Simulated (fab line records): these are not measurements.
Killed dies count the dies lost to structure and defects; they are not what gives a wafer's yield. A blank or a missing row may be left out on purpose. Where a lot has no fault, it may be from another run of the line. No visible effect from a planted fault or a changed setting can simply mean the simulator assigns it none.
Which tool did it?	flow n5-finfet	57 wafers from 19 lots sampled at 6 of the route's 1938 steps

## WHAT THE GAUGES READ, wafer by wafer
No reading from a measuring or inspecting step in the record can be judged against a usual standard deviation.

## WHAT TOOL EACH LOT RAN ON (gives the tool, then ch and the chambers of the sampled wafers, and finally the start)
lot	N5_BEOL_M0_SAQP_DESCUM_45	N5_BEOL_M0_SAQP_ALD_48	N5_BEOL_M0_SAQP_STRIP_75	N5_BEOL_M0_STRIP_104	N5_BEOL_M0_TRENCH_ETCH_107	N5_BEOL_M0_STRIP_142
L074	rie-diel-04 ch 2,3, day 5 20:11	ald-sin-02 ch 0,1,3, day 5 20:50	rie-diel-05 ch 0,1, day 5 21:28	rie-diel-06 ch 0,1,3, day 5 23:10	rie-diel-06 ch 0,3, day 5 23:20	rie-diel-06 ch 0,3, day 5 23:21
L075	rie-diel-05 ch 0,2,3, day 6 01:36	ald-sin-01 ch 0,1,3, day 6 01:53	rie-diel-01 ch 0,1,3, day 6 02:40	rie-diel-02 ch 0,1,2, day 6 03:41	rie-diel-02 ch 0,1,2, day 6 03:53	rie-diel-02 ch 0,1,2, day 6 03:54
L076	rie-diel-01 ch 0,2, day 6 05:14	ald-sin-02 ch 1,3, day 6 05:32	rie-diel-04 ch 0,2, day 6 06:09	rie-diel-02 ch 0,2, day 6 08:26	rie-diel-03 ch 1,2,3, day 6 08:41	rie-diel-03 ch 1,2,3, day 6 08:43
L077	rie-diel-01 ch 0,1, day 6 10:23	ald-sin-04 ch 0,2, day 6 10:44	rie-diel-05 ch 1,3, day 6 11:38	rie-diel-06 ch 0,1, day 6 12:49	rie-diel-06 ch 0,1,2, day 6 13:02	rie-diel-06 ch 0,1,2, day 6 13:03
L078	rie-diel-05 ch 1,2,3, day 6 14:43	ald-sin-01 ch 0,1,2, day 6 15:01	rie-diel-05 ch 1,2,3, day 6 15:38	rie-diel-06 ch 0,3, day 6 17:10	rie-diel-02 ch 0,1,2, day 6 17:20	rie-diel-02 ch 0,1,2, day 6 17:21
L079	rie-diel-04 ch 0,1, day 6 21:50	ald-sin-04 ch 0,1, day 6 22:07	rie-diel-05 ch 1,2, day 6 22:44	rie-diel-03 ch 0,1,3, day 7 01:14	rie-diel-03 ch 0,1,2, day 7 01:27	rie-diel-03 ch 0,1,2, day 7 01:28
L080	rie-diel-01 ch 0,3, day 7 00:58	ald-sin-04 ch 1,3, day 7 01:23	rie-diel-05 ch 0,1,2, day 7 02:01	rie-diel-03 ch 0,1,3, day 7 04:27	rie-diel-03 ch 1,2, day 7 04:37	rie-diel-03 ch 1,2, day 7 04:38
L081	rie-diel-04 ch 1,2,3, day 7 06:40	ald-sin-01 ch 0,1,2, day 7 07:05	rie-diel-04 ch 0,1,3, day 7 07:43	rie-diel-06 ch 1,2,3, day 7 09:58	rie-diel-03 ch 1,2,3, day 7 10:37	rie-diel-03 ch 1,2,3, day 7 10:38
L082	rie-diel-04 ch 1,2, day 7 18:23	ald-sin-04 ch 0,2, day 7 19:27	rie-diel-04 ch 0,1,2, day 7 20:04	rie-diel-03 ch 1,2,3, day 8 06:28	rie-diel-02 ch 1,2,3, day 8 06:38	rie-diel-02 ch 1,2,3, day 8 06:39
L083	rie-diel-04 ch 0,1, day 7 23:27	ald-sin-01 ch 0,2,3, day 7 23:44	rie-diel-01 ch 1,3, day 8 00:22	rie-diel-02 ch 1,2,3, day 8 07:06	rie-diel-02 ch 0,3, day 8 08:01	rie-diel-02 ch 0,3, day 8 08:02
L085	rie-diel-04 ch 0,3, day 8 08:21	ald-sin-02 ch 1,2,3, day 8 08:50	rie-diel-04 ch 0,3, day 8 09:31	rie-diel-02 ch 1,3, day 8 11:08	rie-diel-02 ch 0,2,3, day 8 12:08	rie-diel-02 ch 0,2,3, day 8 12:09
L086	rie-diel-04 ch 0,3, day 9 00:22	ald-sin-04 ch 2,3, day 9 00:39	rie-diel-05 ch 0,2,3, day 9 01:16	rie-diel-02 ch 0,2,3, day 9 04:07	rie-diel-06 ch 1,2,3, day 9 04:16	rie-diel-06 ch 1,2,3, day 9 04:18
L087	rie-diel-01 ch 0,1,3, day 9 03:21	ald-sin-02 ch 0,1,2, day 9 03:50	rie-diel-05 ch 1,2,3, day 9 04:36	rie-diel-06 ch 1,2,3, day 9 06:49	rie-diel-03 ch 0,1,2, day 9 07:05	rie-diel-03 ch 0,1,2, day 9 07:07
L088	rie-diel-01 ch 0,2,3, day 9 06:36	ald-sin-02 ch 1,2,3, day 9 06:53	rie-diel-05 ch 0,1,3, day 9 07:31	rie-diel-06 ch 0,1, day 9 08:24	rie-diel-06 ch 1,2,3, day 9 08:40	rie-diel-06 ch 1,2,3, day 9 08:41
L090	rie-diel-05 ch 1,3, day 9 19:59	ald-sin-02 ch 0,1, day 9 20:16	rie-diel-04 ch 0,1, day 9 20:56	rie-diel-06 ch 1,3, day 9 23:43	rie-diel-06 ch 0,1,2, day 9 23:55	rie-diel-06 ch 0,1,2, day 9 23:56
L091	rie-diel-05 ch 2,3, day 9 23:34	ald-sin-02 ch 0,1,2, day 9 23:51	rie-diel-05 ch 1,2, day 10 00:29	rie-diel-02 ch 0,1,2, day 10 01:32	rie-diel-02 ch 2,3, day 10 01:43	rie-diel-02 ch 2,3, day 10 01:44
L092	rie-diel-04 ch 0,2, day 10 07:21	ald-sin-01 ch 0,1, day 10 07:56	rie-diel-01 ch 0,3, day 10 08:34	rie-diel-06 ch 0,2,3, day 10 11:55	rie-diel-06 ch 2,3, day 10 12:05	rie-diel-06 ch 2,3, day 10 12:06
L093	rie-diel-05 ch 0,1,3, day 10 11:39	ald-sin-01 ch 1,2, day 10 11:56	rie-diel-04 ch 2,3, day 10 12:34	rie-diel-02 ch 0,3, day 10 14:19	rie-diel-06 ch 1,2,3, day 10 14:31	rie-diel-06 ch 1,2,3, day 10 14:32
L095	rie-diel-01 ch 1,2,3, day 11 01:14	ald-sin-04 ch 1,2,3, day 11 01:31	rie-diel-04 ch 0,2,3, day 11 02:09	rie-diel-02 ch 1,2,3, day 11 04:34	rie-diel-02 ch 0,1,3, day 11 04:44	rie-diel-02 ch 0,1,3, day 11 04:46
- N5_BEOL_M0_SAQP_DESCUM_45: chemistry O2, time 7 s.
- N5_BEOL_M0_SAQP_ALD_48: deposits SiO2, target thk 20 nm, pulse time 1 s, co reactant pulse time 1 s.
- N5_BEOL_M0_SAQP_STRIP_75: strips in CF4.
- N5_BEOL_M0_STRIP_104: strips in N2/H2.
- N5_BEOL_M0_TRENCH_ETCH_107: etches SiOC in C4F6/O2, target depth 32.8 nm, time 16.4 s.
- N5_BEOL_M0_STRIP_142: strips in N2/H2, time 10 s.

## WHAT THE TOOLS THEMSELVES READ (means of the sampled wafers that have a number; where no wafer has one, the mark that the record gives instead)
N5_BEOL_M0_SAQP_DESCUM_45. Usual: drypump-motor-current-A 5.7 A, standard deviation 0.38; oes-product-au 0.81 a.u., standard deviation 0.084; rf-fwd-power-W 49.28 W, standard deviation 0.25; rf-vpp-V 243.8 V, standard deviation 1.1; showerhead-plenum-p-Torr 2.13 Torr, standard deviation 0.046; throttle-valve-pct 20.28 %, standard deviation 0.26.
lot	tool	drypump-motor-current-A (A)	oes-product-au (a.u.)	rf-fwd-power-W (W)	rf-vpp-V (V)	showerhead-plenum-p-Torr (Torr)	throttle-valve-pct (%)	flag
L074	rie-diel-04	6.0	0.74	49.46	243.7	2.15	20.52	
L075	rie-diel-05	5.5	0.80	49.02	244.4	2.14	20.12	
L076	rie-diel-01	5.7	0.76	49.30	243.4	2.07	20.56	
L077	rie-diel-01	5.7	0.81	49.03	244.0	2.17	20.44	
L078	rie-diel-05	5.7	0.85	49.31	243.9	2.13	20.09	
L079	rie-diel-04	5.1	0.77	49.11	244.2	2.16	20.11	
L080	rie-diel-01	5.8	0.68	49.10	243.4	2.06	20.41	
L081	rie-diel-04	5.7	0.76	49.09	243.6	2.15	20.31	
L082	rie-diel-04	5.3	0.73	49.07	244.3	2.16	20.28	
L083	rie-diel-04	5.2	0.75	49.47	244.6	2.15	20.20	
L085	rie-diel-04	5.6	0.78	49.48	243.9	2.14	20.24	
L086	rie-diel-04	5.9	0.80	49.36	244.1	2.14	20.19	
L087	rie-diel-01	5.8	0.82	49.19	243.0	2.11	20.34	
L088	rie-diel-01	5.9	0.83	49.34	242.1	2.06	20.44	
L090	rie-diel-05	5.7	0.86	49.27	243.9	2.13	20.07	
L091	rie-diel-05	5.8	0.89	48.84	243.9	2.13	19.81	
L092	rie-diel-04	5.8	0.87	49.61	243.5	2.14	20.45	
L093	rie-diel-05	5.5	0.81	49.14	243.9	2.14	20.12	
L095	rie-diel-01	5.9	0.87	49.34	243.6	2.11	20.45	

N5_BEOL_M0_SAQP_ALD_48. Usual: heater-power-w 77 W, standard deviation 10; precursor-pulse-height-rel 1.002, standard deviation 0.019; susceptor-temp-C 99.97 C, standard deviation 0.14.
lot	tool	heater-power-w (W)	precursor-pulse-height-rel	susceptor-temp-C (C)	flag
L074	ald-sin-02	84	1.007	100.05	
L075	ald-sin-01	71	0.999	100.01	
L076	ald-sin-02	80	1.011	100.03	
L077	ald-sin-04	76	1.012	99.96	
L078	ald-sin-01	72	0.992	99.96	
L079	ald-sin-04	76	0.989	99.92	
L080	ald-sin-04	75	0.983	100.00	
L081	ald-sin-01	72	1.002	100.06	
L082	ald-sin-04	76	1.002	99.98	
L083	ald-sin-01	71	1.003	99.92	
L085	ald-sin-02	84	1.006	100.05	
L086	ald-sin-04	76	1.012	99.82	
L087	ald-sin-02	77	1.028	99.93	
L088	ald-sin-02	84	1.019	99.94	
L090	ald-sin-02	77	1.001	99.99	
L091	ald-sin-02	76	1.008	99.99	
L092	ald-sin-01	67	1.003	99.94	
L093	ald-sin-01	78	0.997	99.91	
L095	ald-sin-04	76	1.003	100.09	

N5_BEOL_M0_SAQP_STRIP_75. Usual: drypump-motor-current-A 5.6 A, standard deviation 0.37; oes-product-au 0.189 a.u., standard deviation 0.021; rf-fwd-power-W 293.2 W, standard deviation 1.2; rf-vpp-V 272.0 V, standard deviation 1.2; showerhead-plenum-p-Torr 1.83 Torr, standard deviation 0.034; throttle-valve-pct 13.44 %, standard deviation 0.22.
lot	tool	drypump-motor-current-A (A)	oes-product-au (a.u.)	rf-fwd-power-W (W)	rf-vpp-V (V)	showerhead-plenum-p-Torr (Torr)	throttle-valve-pct (%)	flag
L074	rie-diel-05	5.4	0.195	293.4	272.1	1.84	13.37	
L075	rie-diel-01	5.8	0.174	292.4	272.3	1.82	13.66	
L076	rie-diel-04	5.8	0.164	294.3	273.1	1.84	13.85	
L077	rie-diel-05	5.7	0.196	293.4	271.9	1.84	13.42	
L078	rie-diel-05	5.7	0.198	292.9	272.0	1.84	13.39	
L079	rie-diel-05	5.7	0.215	293.6	272.7	1.83	13.28	
L080	rie-diel-05	5.4	0.199	292.6	272.3	1.83	13.36	
L081	rie-diel-04	5.5	0.179	294.0	272.4	1.85	13.43	
L082	rie-diel-04	5.4	0.170	294.4	271.9	1.84	13.66	
L083	rie-diel-01	5.9	0.203	292.5	272.7	1.86	13.42	
L085	rie-diel-04	5.6	0.174	294.1	273.1	1.86	13.58	
L086	rie-diel-05	5.5	0.197	292.5	271.6	1.84	13.29	
L087	rie-diel-05	5.7	0.206	293.3	271.8	1.84	13.24	
L088	rie-diel-05	5.5	0.191	293.0	272.5	1.84	13.31	
L090	rie-diel-04	5.1	0.170	293.6	272.9	1.84	13.49	
L091	rie-diel-05	5.7	0.203	293.5	271.1	1.83	13.33	
L092	rie-diel-01	5.8	0.175	292.6	271.6	1.77	13.62	
L093	rie-diel-04	6.1	0.195	294.1	271.4	1.82	13.39	
L095	rie-diel-04	5.8	0.183	294.3	271.6	1.83	13.51	

N5_BEOL_M0_STRIP_104. Usual: drypump-motor-current-A 5.62 A, standard deviation 0.3; oes-product-au 0.79 a.u., standard deviation 0.087; rf-vpp-V 59.1 V, standard deviation 1.6; showerhead-plenum-p-Torr 2.50 Torr, standard deviation 0.066; throttle-valve-pct 23.8 %, standard deviation 0.46.
lot	tool	drypump-motor-current-A (A)	oes-product-au (a.u.)	rf-vpp-V (V)	showerhead-plenum-p-Torr (Torr)	throttle-valve-pct (%)	flag
L074	rie-diel-06	5.81	0.84	57.9	2.50	23.4	
L075	rie-diel-02	5.54	0.74	57.9	2.47	24.2	
L076	rie-diel-02	5.70	0.73	59.7	2.49	24.2	
L077	rie-diel-06	5.64	0.91	60.2	2.56	23.3	
L078	rie-diel-06	5.97	0.75	58.8	2.43	23.5	
L079	rie-diel-03	5.44	0.75	59.7	2.52	23.3	
L080	rie-diel-03	5.44	0.76	59.9	2.52	23.3	
L081	rie-diel-06	5.64	0.81	57.9	2.53	23.7	
L082	rie-diel-03	5.63	0.81	59.0	2.50	23.3	
L083	rie-diel-02	5.56	0.81	59.0	2.49	24.2	
L085	rie-diel-02	5.39	0.81	59.0	2.47	24.1	
L086	rie-diel-02	5.72	0.77	58.9	2.48	24.2	
L087	rie-diel-06	5.63	0.81	58.7	2.53	23.7	
L088	rie-diel-06	5.85	0.85	59.0	2.51	23.3	
L090	rie-diel-06	5.60	0.81	58.8	2.53	23.5	
L091	rie-diel-02	5.55	0.71	60.2	2.46	24.3	
L092	rie-diel-06	5.84	0.78	59.8	2.48	23.7	
L093	rie-diel-02	5.74	0.83	57.9	2.49	24.2	
L095	rie-diel-02	5.57	0.77	58.4	2.48	24.2	

N5_BEOL_M0_TRENCH_ETCH_107. Usual: drypump-motor-current-A 5.61 A, standard deviation 0.28; oes-product-au 0.79 a.u., standard deviation 0.087; rf-fwd-power-W 349.2 W, standard deviation 1.9; rf-vpp-V 663 V, standard deviation 21; showerhead-plenum-p-Torr 2.80 Torr, standard deviation 0.077; throttle-valve-pct 20.87 %, standard deviation 0.28.
lot	tool	drypump-motor-current-A (A)	oes-product-au (a.u.)	rf-fwd-power-W (W)	rf-vpp-V (V)	showerhead-plenum-p-Torr (Torr)	throttle-valve-pct (%)	flag
L074	rie-diel-06	5.96	0.76	349.2	647	2.72	20.79	
L075	rie-diel-02	5.53	0.74	348.6	656	2.76	21.11	
L076	rie-diel-03	5.63	0.82	348.1	674	2.82	20.63	
L077	rie-diel-06	5.68	0.90	349.5	659	2.85	20.66	
L078	rie-diel-02	5.52	0.74	348.4	656	2.76	21.12	
L079	rie-diel-03	5.33	0.80	349.6	684	2.86	20.68	
L080	rie-diel-03	5.37	0.85	349.5	685	2.79	20.62	
L081	rie-diel-03	5.61	0.82	349.2	675	2.82	20.65	
L082	rie-diel-02	5.55	0.81	349.6	673	2.79	21.06	
L083	rie-diel-02	5.72	0.87	350.2	663	2.76	20.83	
L085	rie-diel-02	5.72	0.78	350.1	652	2.75	20.88	
L086	rie-diel-06	5.63	0.81	348.6	649	2.83	20.87	
L087	rie-diel-03	5.33	0.79	350.6	683	2.85	20.71	
L088	rie-diel-06	5.63	0.81	348.3	649	2.82	20.89	
L090	rie-diel-06	5.68	0.85	348.8	658	2.84	20.71	
L091	rie-diel-02	5.70	0.77	349.7	661	2.78	20.90	
L092	rie-diel-06	5.68	0.78	349.0	644	2.82	20.90	
L093	rie-diel-06	5.64	0.79	349.7	649	2.82	20.89	
L095	rie-diel-02	5.55	0.77	349.8	665	2.75	21.13	

N5_BEOL_M0_STRIP_142. Usual: drypump-motor-current-A 5.61 A, standard deviation 0.28; oes-product-au 0.79 a.u., standard deviation 0.088; rf-vpp-V 58.9 V, standard deviation 0.85; showerhead-plenum-p-Torr 2.50 Torr, standard deviation 0.066; throttle-valve-pct 23.8 %, standard deviation 0.46.
lot	tool	drypump-motor-current-A (A)	oes-product-au (a.u.)	rf-vpp-V (V)	showerhead-plenum-p-Torr (Torr)	throttle-valve-pct (%)	flag
L074	rie-diel-06	5.97	0.76	59.0	2.43	23.5	
L075	rie-diel-02	5.55	0.75	58.1	2.47	24.2	
L076	rie-diel-03	5.63	0.83	58.5	2.51	23.3	
L077	rie-diel-06	5.67	0.89	59.3	2.55	23.6	
L078	rie-diel-02	5.52	0.74	58.5	2.47	24.2	
L079	rie-diel-03	5.35	0.81	58.0	2.54	23.2	
L080	rie-diel-03	5.40	0.85	59.6	2.47	23.1	
L081	rie-diel-03	5.63	0.83	57.4	2.50	23.3	
L082	rie-diel-02	5.55	0.80	58.9	2.49	24.1	
L083	rie-diel-02	5.74	0.87	58.7	2.50	24.2	
L085	rie-diel-02	5.74	0.79	58.9	2.49	24.2	
L086	rie-diel-06	5.63	0.81	58.5	2.53	23.8	
L087	rie-diel-03	5.33	0.79	59.9	2.53	23.3	
L088	rie-diel-06	5.63	0.80	59.2	2.52	23.8	
L090	rie-diel-06	5.66	0.85	58.6	2.54	23.7	
L091	rie-diel-02	5.71	0.76	58.6	2.50	24.2	
L092	rie-diel-06	5.68	0.78	58.4	2.52	24.0	
L093	rie-diel-06	5.63	0.79	59.3	2.52	23.8	
L095	rie-diel-02	5.57	0.77	59.1	2.46	24.2	

## THE ANSWER, worked out from the rows above alone
Rule: a lot counts as off when the mean over its wafers that have a number is more than 3 standard deviations away from the usual mean. Also off: a lot with no number at a reading for which 4 or more lots have one. All remaining lots with rows at the step are treated as sound. The gauges are gone through in route order, then the tools' own readings, and for those a lot's mean is taken as printed above. At the first step where some lot is off, the reading lying furthest off is the one used; lots without a number count as furthest.
No lot is off on any of the readings shown, so nothing can be concluded from this.

## WHAT THE SIMULATOR HAD INSERTED
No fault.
